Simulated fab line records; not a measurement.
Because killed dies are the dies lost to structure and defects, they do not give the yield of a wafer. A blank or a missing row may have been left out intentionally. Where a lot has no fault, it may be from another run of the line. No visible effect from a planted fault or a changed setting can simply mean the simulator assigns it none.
fab line records ; flow n5Finfet
record lots=9; wafers=27; lastDay=18
route steps=1938 shown HKMG_FIN@420 BEOL_M4@1111
lots untouched by any fault: they come from a run of this same line in which no faults occurred
startH: hours from the record's first day to the start of the lot's first wafer shown ; waitH: time in hours since the lot's previous step ; " the same as in the row above ; L1.1+2: several wafers, shown together as one row ; - value missing, or start not given ; * or withheld: withheld ; < > ~ a bound
route shown NAME@n: NAME is a module with steps in the file, n the number in the route of the first one ; usual: mean and standard deviation over wafers with no fault ; same: alike in all rows ; chamber/n: place in a boat ; sites: each site's reading ; _std_site: the values' standard deviation ; _edge_site: the outer-site mean with the inner-site mean subtracted ; radiusMm: how far each site lies from the wafer's centre ; mask NAME#n: copy n ; behind: the tool/chamber that last shaped the wafer ; hold: reason for holding the lot/hours on hold/outcome of the hold ; device: transistor that didn't switch, given as n, p or np ; end of line: the tests these same wafers got at the end of their route ; a step with no rows: only its recipe ; killed: the dies lost at the first sort to structure and to defects; this is not the yield of the wafer ; map: a wafer's dies, x killed, . not, _ none there
set.NAME: the run value of the setting; set.NAME@STEP: its run value at that earlier step ; model.NAME: the simulator's own value behind a step, which no gauge read
steps of the route over a sample of lots; a table a step, a row a wafer
services: when a tool's chamber went out of use (startH, in hours from the record's first day, below 0 if earlier), for how many hours, and the reason
## steps
# step N5_HKMG_FIN_THK_MEAS_70
# recipe thkMeasGauge=xrf; reads=HfO2_of_HKMG_FIN_HK_ALD_01
# usual HK_THK=1.569/0.019
lot.wafer;tool;chamber;startH;waitH;HK_THK[nm]
L511.3;filmMetro-01;-;82.74;0.2;1.557
L511.4;filmMetro-01;-;82.74;0.2;1.556
L511.6;filmMetro-01;-;82.74;0.2;1.559
L512.1;filmMetro-01;-;87.03;0.2;1.550
L512.3;filmMetro-01;-;87.03;0.2;1.557
L512.6;filmMetro-01;-;87.03;0.2;1.544
L514.2;filmMetro-01;-;107.35;0.2;1.568
L514.4;filmMetro-01;-;107.35;0.2;1.557
L514.5;filmMetro-01;-;107.35;0.2;1.561
L515.3;filmMetro-02;-;108.52;0.2;1.568
L515.4;filmMetro-02;-;108.52;0.2;1.541
L515.6;filmMetro-02;-;108.52;0.2;1.577
L520.1;filmMetro-01;-;135.06;0.2;1.568
L520.3;filmMetro-01;-;135.06;0.2;1.582
L520.4;filmMetro-01;-;135.06;0.2;1.605
L529.3;filmMetro-02;-;190.57;0.2;1.584
L529.4;filmMetro-02;-;190.57;0.2;1.579
L529.5;filmMetro-02;-;190.57;0.2;1.545
L531.1;filmMetro-02;-;200.52;0.2;1.572
L531.5;filmMetro-02;-;200.52;0.2;1.598
L531.6;filmMetro-02;-;200.52;0.2;1.566
L532.1;filmMetro-01;-;215.34;0.2;1.578
L532.2;filmMetro-01;-;215.34;0.2;1.568
L532.3;filmMetro-01;-;215.34;0.2;1.572
L533.1;filmMetro-01;-;215.65;0.2;1.575
L533.4;filmMetro-01;-;215.65;0.2;1.567
L533.5;filmMetro-01;-;215.65;0.2;1.593
# step N5_HKMG_FIN_ETCH_35
# recipe chemistry=N2/H2; target=SOC; targetDepthA=2158; ionEnergyEv=65; biasW=5; sourceW=3000; timeS=243.4; pressureMtorr=30; n2FlowSccm=200; h2FlowSccm=200
# usual drypumpMotorCurrentA=5.7/0.31; n2FlowSccm=200.0/0.61; oesProductAu=0.82/0.098; rfVppV=141.5/1.1; showerheadPlenumPTorr=2.54/0.087; throttleValvePct=17.83/0.25
lot.wafer;tool;chamber;startH;waitH;drypumpMotorCurrentA;n2FlowSccm;oesProductAu;rfHoursCounterH;rfVppV;showerheadPlenumPTorr;throttleValvePct
L511.3;rieDiel-03;0;83.87;0.0;5.6;200.0;0.75;158;140.8;2.63;18.16
L511.4;rieDiel-03;3;83.87;0.0;5.6;199.7;0.93;28;141.1;2.59;17.62
L511.6;rieDiel-03;2;83.87;0.0;5.7;199.5;0.77;-;142.0;2.45;17.89
L512.1;rieDiel-03;1;88.35;0.0;5.4;200.2;0.75;181;140.5;2.39;17.82
L512.3;rieDiel-03;0;88.35;0.0;5.5;201.1;0.74;160;143.0;2.63;18.17
L512.6;rieDiel-03;2;88.35;0.0;5.7;200.8;0.76;-;140.7;2.45;17.89
L514.2;rieDiel-05;0;108.61;0.0;5.8;199.6;0.75;164;141.0;2.53;17.79
L514.4;rieDiel-05;2;108.61;0.0;5.9;199.2;1.03;1;143.1;2.52;18.27
L514.5;rieDiel-05;1;108.61;0.0;5.9;199.5;0.93;-;141.4;2.58;17.31
L515.3;rieDiel-01;0;109.78;0.0;6.2;199.2;0.84;93;141.2;2.55;17.77
L515.4;rieDiel-01;2;109.78;0.0;6.2;199.6;0.69;242;141.7;2.59;18.01
L515.6;rieDiel-01;0;109.78;0.0;6.2;199.5;0.84;-;141.4;2.55;17.76
L520.1;rieDiel-01;3;136.33;0.0;5.1;200.3;0.67;245;139.4;2.39;18.02
L520.3;rieDiel-01;1;136.33;0.0;6.0;199.4;0.82;86;141.9;2.67;17.60
L520.4;rieDiel-01;1;136.33;0.0;5.9;199.7;0.82;-;142.5;2.67;17.60
L529.3;rieDiel-03;2;191.83;0.0;5.7;200.1;0.76;172;140.3;2.44;17.92
L529.4;rieDiel-03;1;191.83;0.0;5.4;200.2;0.72;220;140.6;2.38;17.89
L529.5;rieDiel-03;2;191.83;0.0;5.7;200.5;0.74;-;140.6;2.44;17.93
L531.1;rieDiel-05;3;201.96;0.0;5.3;200.8;0.96;14;140.9;2.48;18.00
L531.5;rieDiel-05;2;201.96;0.0;5.9;199.8;0.96;-;140.3;2.51;18.31
L531.6;rieDiel-05;1;201.96;0.0;5.9;199.6;0.88;-;141.3;2.57;17.36
L532.1;rieDiel-03;0;216.80;0.0;5.5;199.6;0.71;209;142.2;2.61;18.24
L532.2;rieDiel-03;3;216.80;0.0;5.6;199.8;0.85;78;141.9;2.57;17.71
L532.3;rieDiel-03;1;216.80;0.0;5.4;199.7;0.71;229;141.6;2.37;17.90
L533.1;rieDiel-01;1;216.92;0.0;5.9;199.3;0.77;123;142.2;2.65;17.64
L533.4;rieDiel-01;2;216.92;0.0;6.2;199.3;0.93;30;141.3;2.58;17.73
L533.5;rieDiel-01;2;216.92;0.0;6.2;200.3;0.94;-;141.6;2.58;17.72
# step N5_HKMG_FIN_ALD_71
# recipe material=TiN; targetThkA=10; tempC=400; aldPrecursorFamily=TiCl4; aldCoReactant=NH3; pulseTimeS=1; purgeTimeS=3; coReactantPurgeTimeS=2; coReactantPulseTimeS=2; aldCycles=47; pressureTorr=3
# usual heaterPowerW=892/72; precursorPulseHeightRel=1.000/0.019; susceptorTempC=400.02/0.2
lot.wafer;tool;chamber;startH;waitH;heaterPowerW;precursorPulseHeightRel;susceptorTempC
L511.3;aldMetal-04;0;85.62;0.0;851;0.985;400.27
L511.4;aldMetal-04;2;85.62;0.0;974;1.021;399.98
L511.6;aldMetal-04;2;85.62;0.0;997;1.006;400.24
L512.1;aldMetal-03;3;90.14;0.0;876;1.018;399.94
L512.3;aldMetal-03;1;90.14;0.0;1003;1.013;400.32
L512.6;aldMetal-03;2;90.14;0.0;1011;1.013;400.09
L514.2;aldMetal-01;0;110.37;0.0;874;0.990;400.44
L514.4;aldMetal-01;2;110.37;0.0;817;1.000;399.87
L514.5;aldMetal-01;0;110.37;0.0;881;1.038;400.30
L515.3;aldMetal-04;1;111.69;0.0;841;0.991;400.33
L515.4;aldMetal-04;0;111.69;0.0;873;1.006;400.33
L515.6;aldMetal-04;2;111.69;0.0;996;1.014;399.84
L520.1;aldMetal-04;3;138.09;0.0;833;1.010;400.06
L520.3;aldMetal-04;1;138.09;0.0;833;1.014;393.74
L520.4;aldMetal-04;2;138.09;0.0;1001;0.974;399.92
L529.3;aldMetal-03;2;193.58;0.0;1010;0.987;399.63
L529.4;aldMetal-03;0;193.58;0.0;807;0.998;400.00
L529.5;aldMetal-03;0;193.58;0.0;783;0.983;400.11
L531.1;aldMetal-01;0;203.78;0.0;860;0.980;399.75
L531.5;aldMetal-01;0;203.78;0.0;874;1.009;399.70
L531.6;aldMetal-01;3;203.78;0.0;905;0.985;400.29
L532.1;aldMetal-04;2;218.65;0.0;993;0.986;399.76
L532.2;aldMetal-04;0;218.65;0.0;868;0.983;400.39
L532.3;aldMetal-04;3;218.65;0.0;829;1.001;399.97
L533.1;aldMetal-01;3;218.78;0.0;897;0.995;399.90
L533.4;aldMetal-01;2;218.78;0.0;805;0.997;400.16
L533.5;aldMetal-01;1;218.78;0.0;864;0.989;399.87
# step N5_HKMG_FIN_CMP_23
# recipe stopOn=SiNx; tOverpolishS=10; postCmpClean=rinseOnly; downForcePsi=4; platenRpm=50.289; padVelocityMS=1.0006; targetThkNm=46.326
# usual motorCurrentA=12.2/1.1; overpolishRunS=9.99/0.064; timeToEndpointS=11/3.8
lot.wafer;tool;chamber;startH;waitH;motorCurrentA;overpolishRunS;timeToEndpointS
L511.4;cmp-02;0;87.44;0.1;11.6;10.00;14
L511.3;cmp-02;2;87.44;0.1;13.0;10.00;10
L511.6;cmp-02;3;87.44;0.1;10.3;10.00;14
L512.3;cmp-03;0;91.76;0.0;14.3;9.99;4
L512.1;cmp-03;1;91.76;0.0;12.5;10.00;11
L512.6;cmp-03;1;91.76;0.0;12.1;10.00;12
L514.4;cmp-04;1;112.18;0.1;13.3;10.00;11
L514.2;cmp-04;2;112.18;0.1;12.9;9.99;15
L514.5;cmp-04;1;112.18;0.1;12.9;10.01;11
L515.3;cmp-03;3;113.34;0.0;12.1;10.00;6
L515.4;cmp-03;2;113.34;0.0;11.4;10.01;8
L515.6;cmp-03;3;113.34;0.0;12.9;9.99;5
L520.3;cmp-03;0;139.79;0.1;14.3;10.00;4
L520.1;cmp-03;1;139.79;0.1;12.0;10.00;13
L520.4;cmp-03;2;139.79;0.1;11.8;9.99;9
L529.4;cmp-02;2;195.68;0.1;13.5;10.01;14
L529.3;cmp-02;3;195.68;0.1;10.9;10.01;13
L529.5;cmp-02;2;195.68;0.1;13.3;10.01;12
L531.1;cmp-03;3;205.43;0.0;12.0;10.01;9
L531.5;cmp-03;3;205.43;0.0;11.8;10.01;9
L531.6;cmp-03;0;205.43;0.0;14.5;10.01;6
L532.3;cmp-02;3;220.34;0.1;10.8;10.03;13
L532.1;cmp-02;0;220.34;0.1;11.3;10.00;14
L532.2;cmp-02;1;220.34;0.1;11.1;10.01;13
L533.4;cmp-04;0;220.55;0.2;11.9;10.00;7
L533.1;cmp-04;1;220.55;0.2;12.5;10.00;12
L533.5;cmp-04;2;220.55;0.2;12.8;10.00;14
# step N5_BEOL_M4_RC_MEAS_101
# usual DIBL_N=35.4/2.1; DIBL_P=34.8/2.6; IOFF_N=0.15/0.037; IOFF_P=0.19/0.037; ION_N=677/16; ION_P=462/9.3; SS_N=71.4/0.75; SS_P=72.9/0.77; VT_N=250/3.7; VT_P=-251/3.5
lot.wafer;tool;chamber;startH;waitH;DIBL_N[mV/V];DIBL_P[mV/V];IOFF_N[nA/um];IOFF_P[nA/um];ION_N[uA/um];ION_P[uA/um];SS_N[mV/dec];SS_P[mV/dec];VT_N[mV];VT_P[mV]
L511.3;prober-02;0;183.90;0.3;34.8;32.0;0.13;0.19;679;472;70.9;72.6;250;-248
L511.4;prober-02;0;183.90;0.3;35.0;32.7;0.14;0.20;682;478;71.0;72.5;249;-250
L511.6;prober-02;0;183.90;0.3;33.1;30.1;0.11;0.17;672;470;70.0;72.6;253;-251
L512.1;prober-01;0;197.97;0.0;35.3;35.4;0.15;0.19;690;464;71.8;73.3;245;-253
L512.3;prober-01;0;197.97;0.0;36.9;36.0;0.16;0.18;677;453;71.4;72.7;250;-255
L512.6;prober-01;0;197.97;0.0;31.4;29.3;0.09;0.12;657;449;70.0;71.3;256;-259
L514.2;prober-02;0;200.94;0.2;39.0;37.7;0.24;0.23;679;456;72.0;74.2;245;-248
L514.4;prober-02;0;200.94;0.2;32.9;31.1;0.12;0.15;672;463;70.8;72.4;255;-252
L514.5;prober-02;0;200.94;0.2;37.2;35.9;0.20;0.21;688;465;72.7;73.9;245;-248
L515.3;prober-02;0;204.45;0.3;35.6;35.9;0.15;0.20;677;461;71.1;73.5;253;-249
L515.4;prober-02;0;204.45;0.3;33.2;32.4;0.11;0.14;669;459;70.3;71.7;255;-254
L515.6;prober-02;0;204.45;0.3;32.8;32.0;0.11;0.15;647;454;71.4;72.9;253;-253
L520.1;prober-01;0;231.34;0.7;36.0;34.6;0.13;0.21;649;450;71.0;73.0;250;-251
L520.3;prober-01;0;231.34;0.7;36.2;34.6;0.15;0.20;677;467;71.3;73.2;246;-252
L520.4;prober-01;0;231.34;0.7;37.3;35.1;0.15;0.19;661;450;71.3;72.4;249;-251
L529.3;prober-01;0;286.65;0.3;36.2;36.9;0.18;0.22;694;472;72.3;72.9;247;-249
L529.4;prober-01;0;286.65;0.3;37.5;38.8;0.21;0.25;697;472;72.2;73.3;246;-249
L529.5;prober-01;0;286.65;0.3;37.8;38.8;0.20;0.24;696;471;72.2;73.0;245;-245
L531.1;prober-01;0;303.81;0.3;40.6;40.7;0.28;0.31;709;480;73.2;74.6;241;-246
L531.5;prober-01;0;303.81;0.3;38.2;37.9;0.23;0.25;708;479;72.2;73.6;244;-245
L531.6;prober-01;0;303.81;0.3;36.6;36.7;0.18;0.22;702;478;72.0;73.9;246;-247
L533.1;prober-02;0;326.03;0.0;38.0;40.0;0.22;0.26;710;477;72.6;73.7;242;-247
L533.4;prober-02;0;326.03;0.0;36.1;37.1;0.18;0.23;701;476;71.7;73.3;247;-250
L533.5;prober-02;0;326.03;0.0;36.0;36.9;0.17;0.21;689;467;71.4;73.6;246;-250
L532.1;prober-01;0;327.31;0.0;35.5;35.0;0.15;0.23;676;468;71.7;73.1;254;-243
L532.2;prober-01;0;327.31;0.0;32.7;31.9;0.11;0.18;672;472;70.3;71.7;254;-247
L532.3;prober-01;0;327.31;0.0;35.4;36.6;0.16;0.25;688;474;71.5;72.9;249;-244
## services
tool;chamber;startH;hours;kind
rieDiel-03;2;60.98;1.8;repair
aldMetal-03;-;68.37;2.9;repair
cmp-02;-;68.55;1.1;repair
cmp-04;-;74.39;9.3;pm
rieDiel-01;-;87.14;1.0;repair
aldMetal-04;0;122.42;2.0;repair
aldMetal-03;0;127.05;11.6;repair
cmp-03;-;132.68;4.0;pm
rieDiel-01;2;134.57;-;clean
cmp-03;-;136.68;-;consumableReplace:conditioner
cmp-03;-;136.68;-;consumableReplace:pad
aldMetal-04;0;138.99;24.5;repair
aldMetal-04;3;140.65;11.8;repair
rieDiel-01;-;141.22;1.0;repair
rieDiel-05;-;143.37;14.6;pm
rieDiel-03;3;149.91;2.5;repair
cmp-04;-;157.62;7.9;pm
rieDiel-05;-;180.40;15.6;pm
aldMetal-01;1;190.98;1.6;repair
cmp-03;-;200.72;4.6;pm
aldMetal-04;-;202.39;0.8;repair
aldMetal-04;-;207.84;2.8;pm
cmp-03;-;215.20;0.3;repair
cmp-03;-;218.81;6.2;pm
## key
firstSign step=N5_HKMG_FIN_ALD_71; reading=susceptorTempC; direction=down; sigmas=31; usual=*; struck=*
effect none on later readings
metAt N5_HKMG_FIN_ALD_71
struckLots L520
struckWafers L520.3
notActingAt N5_HKMG_FIN_THK_MEAS_70,N5_HKMG_FIN_ETCH_35,N5_HKMG_FIN_CMP_23
onsetBetween 111.69 138.09
fault kind=processParameterDrift; tool=aldMetal-04; chamber=1; onsetH=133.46; steps=N5_HKMG_FIN_ALD_71; channel=tempC; offset=*; shape=step; endH=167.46; actsIn=*; stated=*
